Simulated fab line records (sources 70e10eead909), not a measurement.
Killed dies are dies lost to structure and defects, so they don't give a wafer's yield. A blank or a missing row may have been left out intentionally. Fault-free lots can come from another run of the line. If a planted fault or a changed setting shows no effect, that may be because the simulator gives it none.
A lot that was struck, set against a sound lot -- flow nand-harc -- 42 steps out of a route of 1159
Sound: the wafers L162.1, L162.4, L162.6. Struck: wafers L174.2, L174.5 (left out: L174.4, a lot-mate that was not struck); the cause follows at the end.
Order at every step that has rows: each side's tool, ch and its chambers, its first start. Under that, the readings that differ: sound wafers -- struck wafers -- difference of the means -- sigmas: that difference in standard deviations of wafers without a fault.
alike: a reading whose means differ by less than 2 such deviations, as well as words and numbers matching on both sides. not compared: withheld readings; readings where some wafer has no value; bounds like >300 that might hide an equal value; numbers whose values overlap and for which the record gives no deviation.
A row with sigmas, a row that says differs or no value, or rows on one side alone: a step with any of these is where the two part. Numbers that don't overlap but have no deviation are shown without sigmas and don't part them. Lack of a reading on every wafer of one side parts them only where that side has two or more wafers.

first, 2 steps without rows for these wafers: NHARC_P_M2_PRE_CLEAN_30 (time 30 s); NHARC_P_M2_PVD_20 (deposits TaN, target thk 5 nm, time 8.06 s).
NHARC_P_M2_PVD_21: deposits Cu, target thk 30 nm, time 20.49 s.
  sound on pvd-sputter-01; struck on pvd-sputter-01
  alike: throttle-valve-pct
then, 3 steps without rows for these wafers: NHARC_P_M2_ECD_22 (material Cu, target thk 400 nm); NHARC_P_M2_ANNEAL_31 (time 90 s); NHARC_P_M2_CMP_23 (polishes, t overpolish 20 s, target thk 144.3 nm).
NHARC_P_M2_THK_MEAS_24: measures by xrf.
  sound on film-metro-01 at day 6 20:47; struck on film-metro-01 at day 9 15:19
  alike: thk-nm
then, 1 step without rows for these wafers: NHARC_P_M2_SRD_25.
NHARC_P_M2_INSPECT_27:
  sound on defect-inspect-01 at day 6 20:56; struck on defect-inspect-02 at day 9 15:28
  alike: raw-defect-count
then, 2 steps without rows for these wafers: NHARC_P_M2_PRE_CLEAN_32 (time 12 s); NHARC_P_M2_DEP_33 (deposits SiCN, target thk 30 nm).
NHARC_P_BONDPAD_DEP_00: deposits SiCN, target thk 250 nm.
  sound on pecvd-01 ch 0,2, day 6 21:31; struck on pecvd-01 ch 2, day 9 16:07
  alike: heater-power-w, showerhead-vpp-V, susceptor-temp-C
NHARC_P_BONDPAD_CMP_32: polishes SiCN, target thk 200 nm.
  sound on cmp-02 ch 0,3, day 6 21:54; struck on cmp-02 ch 1,2, day 9 16:26
  alike: motor-current-A
NHARC_P_BONDPAD_THK_MEAS_33: measures by ellipsometry.
  sound on film-metro-02 at day 6 22:08; struck on film-metro-01 at day 9 16:41
  alike: thk-nm
then, 10 steps without rows for these wafers: NHARC_P_BONDPAD_SRD_34; NHARC_P_BONDPAD_DEHYDRATE_01 (time 120 s); NHARC_P_BONDPAD_HMDS_02 (time 30 s); NHARC_P_BONDPAD_COAT_36 (time 65 s); NHARC_P_BONDPAD_COAT_03 (resist thk 600 nm); NHARC_P_BONDPAD_SOFTBAKE_04 (time 70 s); NHARC_P_BONDPAD_EBR_05; NHARC_P_BONDPAD_EXPOSE_06 (exposes mask P BPAD); NHARC_P_BONDPAD_PEB_07 (peb time 80 s); NHARC_P_BONDPAD_DEVELOP_08 (time 50 s).
NHARC_P_BONDPAD_CD_MEAS_09: the cd target is 500 nm.
  sound on cd-sem-01 ch 0, day 6 22:34; struck on cd-sem-02 ch 0, day 9 17:08
  alike: cd-nm
NHARC_P_BONDPAD_OVL_MEAS_38:
  sound on overlay-01 at day 6 22:40; struck on overlay-01 at day 9 17:13
  alike: overlay-x-nm, overlay-y-nm
then, 4 steps without rows for these wafers: NHARC_P_BONDPAD_HARDBAKE_10 (time 65 s); NHARC_P_BONDPAD_DESCUM_11 (chemistry O2, time 3 s); NHARC_P_BONDPAD_ETCH_37 (etches the open film in N2/H2, target depth 60 nm, overetch 18 nm, time 65.91 s); NHARC_P_BONDPAD_ETCH_12 (etches the open film in CHF3/O2, target depth 200 nm, time 100 s).
NHARC_P_BONDPAD_CD_MEAS_13:
  sound on cd-sem-03 at day 6 23:07; struck on cd-sem-02 at day 9 17:39
  alike: cd-nm
then, 5 steps without rows for these wafers: NHARC_P_BONDPAD_STRIP_15 (strips in O2); NHARC_P_BONDPAD_ETCH_24 (etches the open film in CF4/N2, target depth 30 nm, time 72.99 s); NHARC_P_BONDPAD_STRIP_16 (strips in post etch residue remover, time 600 s); NHARC_P_BONDPAD_DEGAS_25 (time 60 s); NHARC_P_BONDPAD_PRE_CLEAN_26 (time 30 s).
NHARC_P_BONDPAD_PVD_17: deposits TaN, target thk 5 nm, time 8.06 s.
  sound on pvd-sputter-03; struck on pvd-sputter-01
  alike: bias-v, throttle-valve-pct
NHARC_P_BONDPAD_PVD_27: deposits Cu, target thk 30 nm, time 20.49 s.
  sound on pvd-sputter-03; struck on pvd-sputter-01
  alike: throttle-valve-pct
then, 1 step without rows for these wafers: NHARC_P_BONDPAD_ECD_18 (material Cu, target thk 400 nm).
NHARC_P_BONDPAD_ANNEAL_28: time 90 s.
  sound on rtp-anneal-02 ch 0, day 7 00:28; struck on rtp-anneal-02 ch 0, day 9 19:10
  alike: wafer_temp_C_max
then, 1 step without rows for these wafers: NHARC_P_BONDPAD_CMP_19 (polishes, t overpolish 30 s, cu recess touch 16 s, target thk 160.81 nm).
-- break in the record here, with 13 days between the starts of the struck wafers on either side (left off in module P_BONDPAD, picked up again in module END, where the first step shown is number 1159 on the route) --
NHARC_END_SORT_01:
  the record has rows for the struck wafers here (prober-01 ch 0, day 22 20:20) and none for the sound ones

== WHERE THEY PART ==
Only at NHARC_END_SORT_01, as far as this record shows.

WHY: what the simulator had put in
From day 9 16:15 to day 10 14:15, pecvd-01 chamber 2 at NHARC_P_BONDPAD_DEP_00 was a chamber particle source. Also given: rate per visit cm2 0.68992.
